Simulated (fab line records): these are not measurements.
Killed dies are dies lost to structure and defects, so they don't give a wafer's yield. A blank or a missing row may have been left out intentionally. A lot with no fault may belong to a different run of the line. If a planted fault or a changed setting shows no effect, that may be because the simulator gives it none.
Matching of chambers || flow n5_finfet || N5_MOL_CONTACT_COAG_CMP_23 on cmp-02 has 4 sister chambers
The step polishes, stops on SiO2, t overpolish 1.5 s, target thk 0 nm. 4 wafers are shown with their chamber, then 6 later ones without.

## WAFERS WITH THEIR CHAMBER
{"wafer": "L084.3", "chamber": 3, "motor_current_A (A)": 8.3}
{"wafer": "L087.1", "chamber": 2, "motor_current_A (A)": 6.7}
{"wafer": "L092.1", "chamber": 0, "motor_current_A (A)": 7.3}
{"wafer": "L092.2", "chamber": 1, "motor_current_A (A)": 8.7}

## WAFERS MISSING THEIR CHAMBER
{"wafer": "L092.3", "motor_current_A (A)": 6.6}
{"wafer": "L095.2", "motor_current_A (A)": 8.9}
{"wafer": "L095.3", "motor_current_A (A)": 7.4}
{"wafer": "L095.4", "motor_current_A (A)": 8.2}
{"wafer": "L096.2", "motor_current_A (A)": 7.4}
{"wafer": "L096.4", "motor_current_A (A)": 6.5}

## CHAMBER TAKEN BY EACH
{"wafer": "L092.3", "from the rows above": 2, "in truth": 2}
{"wafer": "L095.2", "from the rows above": 1, "in truth": 1}
{"wafer": "L095.3", "from the rows above": 0, "in truth": 0}
{"wafer": "L095.4", "from the rows above": 3, "in truth": 3}
{"wafer": "L096.2", "from the rows above": 0, "in truth": 0}
{"wafer": "L096.4", "from the rows above": 2, "in truth": 2}
Correct placement for 6 of the 6. Number that these rows cannot place: 0. 0 placed wrongly.
How it was worked out, from the rows above alone: a wafer's distance from a chamber is the root of the sum, over the readings, of the square of ((its reading less the chamber's mean) divided by the reading's scatter). The wafer belongs to the nearest chamber; if the next one is less than 2 further off, it can't be placed. The mean given for a chamber averages the wafers shown for that chamber. The scatter (one wafer shown for each chamber): square how far every hidden wafer sits from the nearest shown wafer, average those squares and take the square root.
